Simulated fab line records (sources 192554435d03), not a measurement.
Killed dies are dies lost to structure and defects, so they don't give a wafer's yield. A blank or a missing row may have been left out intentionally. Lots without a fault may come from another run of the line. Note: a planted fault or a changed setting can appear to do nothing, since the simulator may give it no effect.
A lot that was struck, set against a sound lot | flow n5-finfet | 15 out of 1938 route steps
Sound: the wafers L332.3, L332.4, L332.5. Struck: wafer L337.4 (left out: L337.3, L337.5 of the same lot, which were not struck); the cause appears at the end.
For every step that has rows: the tool of each side, followed by ch and its chambers, followed by its first start. Under that, the readings that differ: sound wafers | struck wafers | difference of the means | sigmas: that difference in standard deviations of wafers without a fault.
alike: words and numbers the same on both sides, and readings whose means are apart by under 2 such deviations; not compared: readings that were withheld, readings missing a value for some wafer, numbers with overlapping values and no deviation given by the record, and bounds like >300 which may hide the same value.
Wherever a step has rows on one side only, a row that says differs or no value, or a row with sigmas, the two part there. Numbers that have no deviation but don't overlap get no sigmas and don't part them. A reading missing from all wafers of one side parts the sides only when that side holds two or more wafers.

first, 1 step without rows for these wafers: N5_SD_EPI_N_STRIP_47 (strips in CHF3/O2).
N5_SD_EPI_N_SD_RECESS_17: chemistry HBr/Cl2/O2, target depth 41 nm, time 23.7 s, bt time 3 s.
  sound on rie-si-01 ch 1,2, day 6 00:43; struck on rie-si-06 ch 3, day 7 07:39
  alike: drypump-motor-current-A, he-backside-leak-sccm, oes-product-au, throttle-valve-pct
  not compared: rf-hours-counter-h
N5_SD_EPI_N_STRIP_38: strips in N2/H2.
  sound on plasma-asher-01 ch 0,1, day 6 00:50; struck on plasma-asher-01 ch 0, day 7 07:46
  alike: drypump-motor-current-A, heater-power-w, oes-product-au
  not compared: rf-hours-counter-h
then, 4 steps without rows for these wafers: N5_SD_EPI_N_WET_ETCH_43 (etches SiO2 in dHF, time 14 s, target depth 1.5 nm); N5_SD_EPI_N_STRIP_18 (strips in SPM, time 750 s); N5_SD_EPI_N_SRD_20 (time 30 s); N5_SD_EPI_N_PRECLEAN_48 (cleans in NF3:NH3, afs cycles 2, time 20 s, sublimation time 60 s).
N5_SD_EPI_N_VAPOR_ETCH_50: etches Si in HCl, time 54 s.
  sound on epi-rpcvd-03 ch 0, day 6 01:35; struck on epi-rpcvd-02 ch 0, day 7 08:31
  alike: chamber-pressure-Torr, throttle-valve-pct
then, 1 step without rows for these wafers: N5_SD_EPI_N_EPI_21 (deposits Si:P, time 690 s).
N5_SD_EPI_N_EPI_MEAS_23:
  sound: film-metro-02 at day 6 03:27; struck: film-metro-02 at day 7 10:22
  alike: thk-nm
then, 2 steps without rows for these wafers: N5_SD_EPI_N_PRECLEAN_24 (cleans in O3/DIW, time 60 s); N5_SD_EPI_N_SRD_25 (time 30 s).
N5_SD_EPI_N_PRECLEAN_49: cleans in NF3:NH3, afs cycles 1, time 20 s, sublimation time 60 s.
  sound on remote-plasma-01 ch 1, day 6 03:36; struck on remote-plasma-01 ch 1, day 7 10:31
  reading    | sound    | struck | difference | sigmas
  time-s (s) | 20 20 20 | 14.905 | -5.095     |
N5_SD_EPI_N_LINER_46: material SiNx, target thk 3 nm.
  sound on ald-sin-04 ch 0,2,3, day 6 03:45; struck on ald-sin-04 ch 3, day 7 10:40
  alike: chamber-pressure-Torr, heater-power-w
then, 1 step without rows for these wafers: N5_PASSIVATION_PROBE_49.

WHERE THEY PART
Nowhere in this record.

WHY: the cause the simulator had injected
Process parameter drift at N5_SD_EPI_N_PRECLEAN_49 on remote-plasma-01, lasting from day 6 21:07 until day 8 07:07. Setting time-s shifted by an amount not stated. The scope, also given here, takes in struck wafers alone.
